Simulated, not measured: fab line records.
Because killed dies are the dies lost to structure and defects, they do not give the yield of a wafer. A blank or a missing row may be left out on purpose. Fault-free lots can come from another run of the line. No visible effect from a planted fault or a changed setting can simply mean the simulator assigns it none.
Chamber matching | flow nand-harc | 3 sister chambers for NHARC_A_STAIRCASE_DEP_471 on pecvd-03
The step deposits SiO2, target thk 100 nm. 6 wafers are shown with their chamber, then 7 later ones without.

EACH WAFER AND ITS CHAMBER
wafer  | chamber | throttle-valve-pct (%) | heater-power-w (W)
L082.2 | 2       | 15.9                   | 554
L088.4 | 1       | 16.5                   | 651
L088.5 | 2       | 15.3                   | 675
L088.6 | 0       | 15.7                   | 693
L091.1 | 0       | 15.7                   | 702
L091.2 | 1       | 16.3                   | 564

WAFERS MISSING THEIR CHAMBER
wafer  | throttle-valve-pct (%) | heater-power-w (W)
L091.5 | 16.3                   | 599
L093.1 | 16.1                   | 656
L093.2 | 16.0                   | 674
L093.6 | 15.7                   | 667
L096.1 | 15.5                   | 581
L096.4 | 15.7                   | 690
L096.6 | 15.4                   | 586

EACH ONE'S CHAMBER
wafer  | from the rows above          | in truth
L091.5 | 1                            | 1
L093.1 | can't be placed: 1 or 0 or 2 | 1
L093.2 | can't be placed: 0 or 2 or 1 | 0
L093.6 | can't be placed: 0 or 2      | 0
L096.1 | can't be placed: 2 or 0      | 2
L096.4 | can't be placed: 0 or 2      | 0
L096.6 | can't be placed: 2 or 0      | 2
Correct placement for 1 of the 7. These rows do not allow placing 6 (true chamber among the candidates in 6). Placed wrongly: 0.
How it was worked out, from the rows above alone: a wafer's distance from a chamber is the root of the sum, over the readings, of the square of ((its reading less the chamber's mean) divided by the reading's scatter). The wafer belongs to the nearest chamber; if the next one is less than 2 further off, it can't be placed. A chamber's mean is the mean of its shown wafers. The scatter is the square root of a quotient: the sum, over the shown wafers, of each reading's squared deviation from its chamber's mean, divided by wafers minus chambers.
